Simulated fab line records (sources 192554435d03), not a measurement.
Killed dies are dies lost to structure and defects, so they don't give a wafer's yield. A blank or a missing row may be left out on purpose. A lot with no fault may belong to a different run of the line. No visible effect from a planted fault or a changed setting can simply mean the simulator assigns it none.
Split-lot study / flow n5 finfet / 21 wafers read across 7 lots, on a route 1938 steps long

== THE SPLIT ITSELF ==
At N5_MOL_CONTACT_COAG_COAT_76 (time 60 s, resist thk 10 nm), the setting spin rpm was moved away from the recipe's 1500 rpm on 5 of the 21 wafers read, by -7.7% to +4.0%. The other wafers ran this setting at the recipe's value.

== FROM THE SPLIT TO THE READING: what the file shows between them, 4 steps ==
- N5_MOL_CONTACT_COAG_COAT_77: time 60 s, resist thk 10 nm
- N5_MOL_CONTACT_COAG_COAT_78: resist thk 40 nm
- N5_MOL_CONTACT_COAG_DESCUM_88: chemistry O2, time 7 s
- N5_MOL_CONTACT_COAG_ETCH_89: etches underlayer in N2/H2, target depth 13 nm, time 10.4 s

== THE READING ==
etch.depth nm (the simulator's own value, which no gauge read), in nm, at N5_MOL_CONTACT_COAG_ETCH_90 (etches SiARC in CF4, target depth 13 nm, time 21.7 s). The file does not state a usual value for it. Across the 16 wafers here that went through the recipe, the average is 10.011 nm and the standard deviation 0.021 nm.

wafer=L074.3; tool, chamber at the split=litho track-03, 0; spin rpm as run, rpm=1500; against the recipe=recipe; etch.depth nm, nm=10.04; against lot-mates on the recipe=-
wafer=L074.6; tool, chamber at the split=litho track-03, 0; spin rpm as run, rpm=1500; against the recipe=recipe; etch.depth nm, nm=10.04; against lot-mates on the recipe=-
wafer=L074.4; tool, chamber at the split=litho track-03, 0; spin rpm as run, rpm=1500; against the recipe=recipe; etch.depth nm, nm=10.03; against lot-mates on the recipe=-
wafer=L078.1; tool, chamber at the split=litho track-05, 0; spin rpm as run, rpm=1408; against the recipe=-6.1%; etch.depth nm, nm=10.33; against lot-mates on the recipe=+0.310
wafer=L078.2; tool, chamber at the split=litho track-05, 0; spin rpm as run, rpm=1408; against the recipe=-6.1%; etch.depth nm, nm=10.34; against lot-mates on the recipe=+0.320
wafer=L078.4; tool, chamber at the split=litho track-05, 0; spin rpm as run, rpm=1500; against the recipe=recipe; etch.depth nm, nm=10.02; against lot-mates on the recipe=-
wafer=L083.4; tool, chamber at the split=litho track-02, 0; spin rpm as run, rpm=1500; against the recipe=recipe; etch.depth nm, nm=9.991; against lot-mates on the recipe=-
wafer=L083.5; tool, chamber at the split=litho track-02, 0; spin rpm as run, rpm=1500; against the recipe=recipe; etch.depth nm, nm=9.991; against lot-mates on the recipe=-
wafer=L083.6; tool, chamber at the split=litho track-02, 0; spin rpm as run, rpm=1500; against the recipe=recipe; etch.depth nm, nm=9.96; against lot-mates on the recipe=-
wafer=L087.2; tool, chamber at the split=litho track-02, 0; spin rpm as run, rpm=1500; against the recipe=recipe; etch.depth nm, nm=9.985; against lot-mates on the recipe=-
wafer=L087.3; tool, chamber at the split=litho track-02, 0; spin rpm as run, rpm=1500; against the recipe=recipe; etch.depth nm, nm=10.02; against lot-mates on the recipe=-
wafer=L087.6; tool, chamber at the split=litho track-02, 0; spin rpm as run, rpm=1500; against the recipe=recipe; etch.depth nm, nm=10.01; against lot-mates on the recipe=-
wafer=L089.2; tool, chamber at the split=litho track-05, 0; spin rpm as run, rpm=1384; against the recipe=-7.7%; etch.depth nm, nm=10.42; against lot-mates on the recipe=+0.420
wafer=L089.3; tool, chamber at the split=litho track-05, 0; spin rpm as run, rpm=1384; against the recipe=-7.7%; etch.depth nm, nm=10.43; against lot-mates on the recipe=+0.430
wafer=L089.4; tool, chamber at the split=litho track-05, 0; spin rpm as run, rpm=1500; against the recipe=recipe; etch.depth nm, nm=10; against lot-mates on the recipe=-
wafer=L091.2; tool, chamber at the split=litho track-03, 0; spin rpm as run, rpm=1500; against the recipe=recipe; etch.depth nm, nm=10.03; against lot-mates on the recipe=-
wafer=L091.3; tool, chamber at the split=litho track-03, 0; spin rpm as run, rpm=1500; against the recipe=recipe; etch.depth nm, nm=10.01; against lot-mates on the recipe=-
wafer=L091.4; tool, chamber at the split=litho track-03, 0; spin rpm as run, rpm=1500; against the recipe=recipe; etch.depth nm, nm=10.01; against lot-mates on the recipe=-
wafer=L096.1; tool, chamber at the split=litho track-02, 0; spin rpm as run, rpm=1500; against the recipe=recipe; etch.depth nm, nm=10.01; against lot-mates on the recipe=-
wafer=L096.4; tool, chamber at the split=litho track-02, 0; spin rpm as run, rpm=1500; against the recipe=recipe; etch.depth nm, nm=10.03; against lot-mates on the recipe=-
wafer=L096.6; tool, chamber at the split=litho track-02, 0; spin rpm as run, rpm=1560; against the recipe=+4.0%; etch.depth nm, nm=9.856; against lot-mates on the recipe=-0.164

THE FIT
A straight line over all 21 wafers: etch.depth nm changes by -0.0516 nm for each +1% of spin rpm; r = -0.99; the points scatter about the line by 0.023 nm.
The same after taking each lot's own level away (the mean of its wafers on the recipe; 21 wafers): -0.0522 nm for each +1%; r = -1.00; scatter 0.016 nm.
The reading moves by 0.4 nm for the largest change in spin rpm, on that fit.
The span of the lots' own levels, 9.9807 to 10.0367 nm, comes to 2.7 times the standard deviation stated above.
So the lot-to-lot level changes the slope little: the two slopes agree.
Check: with one of the wafers moved furthest among these (-7.7%) left out of the fit, the line predicts +0.402 nm for it against its lot-mates. Against them it came out at +0.42 nm.

== THE OTHER SPLITS THESE WAFERS WENT THROUGH ==
Before the reading, these wafers also passed through other splits. Each is held against what the fit with the lots' levels taken away leaves over:
other split on the same wafers=N5_ILD0_CMP_03 down force psi; wafers away from the commonest value=5; r with etch.depth nm (lot level and that fit taken away)=-0.16
other split on the same wafers=N5_HKMG_FIN_COAT_43 spin rpm; wafers away from the commonest value=8; r with etch.depth nm (lot level and that fit taken away)=-0.28
other split on the same wafers=N5_MOL_CONTACT_COAG_PECVD_31 temp c; wafers away from the commonest value=3; r with etch.depth nm (lot level and that fit taken away)=-0.29

== THE WHOLE CHAIN: every reading that the file lists as answering this split, in the file's order ==
step=N5_MOL_CONTACT_COAG_COAT_76; what it does=time 60 s, resist thk 10 nm; reading=SiARC_of_MOL_CONTACT_COAG_COAT_76.thk nm (the simulator's own value, which no gauge read); change (the file's fit)=-0.056 nm for each +1% of the setting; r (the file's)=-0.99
step=N5_MOL_CONTACT_COAG_ETCH_90; what it does=etches SiARC in CF4, target depth 13 nm, time 21.7 s; reading=etch.depth nm (the simulator's own value, which no gauge read); change (the file's fit)=-0.0519 nm for each +1% of the setting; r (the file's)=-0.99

== THE FILE'S OWN FIT ==
etch.depth nm changes by -0.0519 nm for each +1% of spin rpm, r = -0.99.
